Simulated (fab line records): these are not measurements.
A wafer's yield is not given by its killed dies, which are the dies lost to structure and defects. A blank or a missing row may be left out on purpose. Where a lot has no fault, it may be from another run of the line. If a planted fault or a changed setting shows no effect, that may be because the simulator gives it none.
What tool caused it?	flow n5-finfet	Sampling: 24 lots, 72 wafers, 4 of 1938 route steps

## WHAT EACH GAUGE READ, for each wafer
N5_BEOL_M14_THK_MEAS_01.
lot	measured	on	M14_ILD_THK (nm)
L074	day 11 17:26	film-metro-02	1099 1123 1107
L075	day 12 00:45	film-metro-02	1143 1138 1151
L077	day 12 07:44	film-metro-01	1063 1082 1108
L076	day 12 17:45	film-metro-01	1100 1115 1131
L079	day 12 23:14	film-metro-01	1090 1105 1146
L080	day 13 00:22	film-metro-02	1093 1096 1118
L081	day 13 00:54	film-metro-01	1119 1093 1107
L082	day 13 15:53	film-metro-02	1099 1110 1123
L078	day 14 00:10	film-metro-02	1118 1134 1118
L083	day 14 00:31	film-metro-02	1154 1136 1110
L084	day 14 11:31	film-metro-01	1108 1127 1127
L085	day 15 01:58	film-metro-01	1112 1091 1112
L086	day 15 02:23	film-metro-01	1126 1154 1118
L088	day 15 09:26	film-metro-02	1111 1100 1080
L087	day 15 16:46	film-metro-02	1083 1111 1136
L090	day 16 06:51	film-metro-01	1101 1087 1107
L089	day 16 12:30	film-metro-02	1120 1141 1108
L091	day 16 13:51	film-metro-02	1103 1121 1133
L092	day 17 02:13	film-metro-02	1119 1091 1099
L095	day 17 06:55	film-metro-01	1129 1102 1123
L094	day 17 07:17	film-metro-02	1077 1090 1094
L093	day 17 11:04	film-metro-02	1131 1111 1143
L096	day 17 17:35	film-metro-02	1112 1146 1161
L097	day 17 17:58	film-metro-02	1121 1131 1093

N5_BEOL_M14_INSPECT_12: inspects for defects (macro).
lot	measured	on	raw-defect-count
L074	day 11 17:47	defect-inspect-02	0 0 1
L075	day 12 01:07	defect-inspect-01	0 0 0
L077	day 12 08:13	defect-inspect-02	1 1 2
L076	day 12 18:14	defect-inspect-01	6 4 2
L079	day 12 23:36	defect-inspect-01	4 4 1
L080	day 13 00:44	defect-inspect-02	1 2 2
L081	day 13 01:23	defect-inspect-01	1 1 1
L082	day 13 16:15	defect-inspect-02	1 0 1
L078	day 14 00:31	defect-inspect-02	1 1 2
L083	day 14 01:00	defect-inspect-01	2 2 2
L084	day 14 11:52	defect-inspect-02	2 1 4
L085	day 15 02:28	defect-inspect-02	6 2 3
L086	day 15 02:45	defect-inspect-01	0 3 2
L088	day 15 09:47	defect-inspect-02	0 3 2
L087	day 15 17:07	defect-inspect-01	2 2 4
L090	day 16 07:13	defect-inspect-02	0 3 1
L089	day 16 12:52	defect-inspect-01	5 4 1
L091	day 16 14:20	defect-inspect-01	0 1 7
L092	day 17 02:35	defect-inspect-02	1 0 3
L095	day 17 07:17	defect-inspect-02	2 1 3
L094	day 17 07:46	defect-inspect-02	4 3 0
L093	day 17 11:25	defect-inspect-01	0 3 0
L096	day 17 17:57	defect-inspect-02	0 3 3
L097	day 17 18:20	defect-inspect-02	4 3 0

N5_BEOL_M14_CD_MEAS_28 targets a cd of 284.4 nm.
lot	measured	on	cd-nm (nm)
L074	day 11 18:43	cd-sem-03	282.0 279.2 287.1
L075	day 12 01:55	cd-sem-03	280.4 282.4 285.0
L077	day 12 09:08	cd-sem-01	288.2 285.1 283.2
L076	day 12 19:02	cd-sem-03	282.7 282.7 282.0
L079	day 13 00:31	cd-sem-02	283.6 283.3 283.9
L080	day 13 01:45	cd-sem-02	285.4 284.7 284.3
L081	day 13 02:26	cd-sem-02	283.5 284.1 283.6
L082	day 13 17:02	cd-sem-01	280.3 282.6 284.5
L078	day 14 01:40	cd-sem-01	284.5 282.8 283.1
L083	day 14 01:53	cd-sem-03	284.2 286.2 285.1
L084	day 14 12:48	cd-sem-01	282.3 282.8 282.5
L085	day 15 03:23	cd-sem-02	282.3 285.3 283.6
L086	day 15 03:37	cd-sem-01	280.7 279.8 281.6
L088	day 15 10:35	cd-sem-01	283.0 285.9 283.5
L087	day 15 17:55	cd-sem-02	281.2 283.8 284.5
L090	day 16 08:00	cd-sem-02	283.7 285.6 284.6
L089	day 16 13:40	cd-sem-03	285.4 284.0 284.1
L091	day 16 15:08	cd-sem-01	287.2 285.9 283.3
L092	day 17 03:23	cd-sem-03	284.9 283.9 283.0
L095	day 17 08:05	cd-sem-02	283.3 284.1 285.4
L094	day 17 08:34	cd-sem-02	284.2 281.5 283.9
L093	day 17 12:20	cd-sem-03	278.4 285.8 284.5
L096	day 17 18:45	cd-sem-01	283.5 281.0 281.7
L097	day 17 19:15	cd-sem-01	279.4 279.9 285.3

## EACH LOT AND THE TOOL THAT RAN IT (in order: tool; ch and the chambers of the sampled wafers; start)
lot	N5_BEOL_M14_STRIP_63
L074	rie-diel-05 ch 0,1,2, day 11 18:43 or earlier
L075	rie-diel-05 ch 0,1, day 12 01:55 or earlier
L077	rie-diel-04 ch 0,2, day 12 09:08 or earlier
L076	rie-diel-04 ch 1,2,3, day 12 19:02 or earlier
L079	rie-diel-05 ch 0,1, day 13 00:31 or earlier
L080	rie-diel-04 ch 0,1,3, day 13 01:45 or earlier
L081	rie-diel-04 ch 0,1,3, day 13 02:26 or earlier
L082	rie-diel-04 ch 0,2,3, day 13 17:02 or earlier
L078	rie-diel-06 ch 1,2,3, day 14 01:40 or earlier
L083	rie-diel-06 ch 1,2,3, day 14 01:53 or earlier
L084	rie-diel-06 ch 0,1, day 14 12:48 or earlier
L085	rie-diel-06 ch 0,1,3, day 15 03:23 or earlier
L086	rie-diel-04 ch 2,3, day 15 03:37 or earlier
L088	rie-diel-04 ch 1,2,3, day 15 10:35 or earlier
L087	rie-diel-05 ch 0,3, day 15 17:55 or earlier
L090	rie-diel-06 ch 1,2,3, day 16 08:00 or earlier
L089	rie-diel-04 ch 0,1,2, day 16 13:40 or earlier
L091	rie-diel-06 ch 0,2,3, day 16 15:08 or earlier
L092	rie-diel-05 ch 0,2,3, day 17 03:23 or earlier
L095	rie-diel-04 ch 0,1,2, day 17 08:05 or earlier
L094	rie-diel-04 ch 1,3, day 17 08:34 or earlier
L093	rie-diel-04 ch 1,2,3, day 17 12:20 or earlier
L096	rie-diel-06 ch 0,1,3, day 17 18:45 or earlier
L097	rie-diel-05 ch 0,1, day 17 19:15 or earlier
- N5_BEOL_M14_STRIP_63: strips in O2.

## AS READ BY THE TOOLS THEMSELVES (means over the sampled wafers that have a number; for cases with no such wafer, the mark the record gives instead)
N5_BEOL_M14_STRIP_63.
lot	tool	drypump-motor-current-A (A)	oes-product-au (a.u.)	rf-vpp-V (V)	showerhead-plenum-p-Torr (Torr)	throttle-valve-pct (%)
L074	rie-diel-05	5.7	0.82	4.0	2.13	16.56
L075	rie-diel-05	5.8	0.85	3.7	2.11	16.49
L077	rie-diel-04	5.5	0.85	3.5	2.17	16.71
L076	rie-diel-04	5.5	0.90	3.8	2.14	16.62
L079	rie-diel-05	5.8	0.84	3.3	2.11	16.51
L080	rie-diel-04	5.3	0.93	4.3	2.12	16.55
L081	rie-diel-04	5.4	0.92	3.9	2.12	16.55
L082	rie-diel-04	5.5	0.87	3.9	2.13	16.71
L078	rie-diel-06	6.2	0.84	3.8	2.13	16.39
L083	rie-diel-06	6.2	0.85	3.2	2.13	16.41
L084	rie-diel-06	6.1	0.92	3.4	2.17	16.36
L085	rie-diel-06	5.8	0.90	2.5	2.16	16.37
L086	rie-diel-04	5.7	0.81	3.5	2.14	16.80
L088	rie-diel-04	5.5	0.86	3.9	2.13	16.67
L087	rie-diel-05	5.6	0.86	4.1	2.04	16.59
L090	rie-diel-06	6.2	0.84	3.8	2.12	16.42
L089	rie-diel-04	5.5	0.82	4.1	2.15	16.72
L091	rie-diel-06	5.8	0.87	4.0	2.16	16.47
L092	rie-diel-05	5.7	0.81	4.0	2.08	16.65
L095	rie-diel-04	5.5	0.80	3.9	2.15	16.73
L094	rie-diel-04	5.4	0.87	3.3	2.10	16.54
L093	rie-diel-04	5.5	0.82	4.3	2.12	16.71
L096	rie-diel-06	5.8	0.87	3.8	2.15	16.41
L097	rie-diel-05	5.6	0.79	3.3	2.07	16.62

## THE ANSWER, worked out from the rows above alone
Rule: what is usual is taken from the lots themselves. The widest of any qualifying gaps counts: lots, ordered by their means at a reading, are off when they make up no more than a third of the lots, leave a main group of 4 or more, and stand apart from it by 3 or more times the standard deviation of that group's means. The tables above print the reading to a certain number of digits; a main group whose means all agree to those digits is not used. Also off: a lot with no number at a reading for which 4 or more lots have one. Any other lot the step has rows for is counted as sound. The gauges are gone through in route order, then the tools' own readings, and for those a lot's mean is taken as printed above. At the first step where some lot is off, the reading lying furthest off is the one used; lots without a number count as furthest.
None of the lots is off at any reading shown; this tells nothing.

## WHAT THE SIMULATOR HAD PUT IN
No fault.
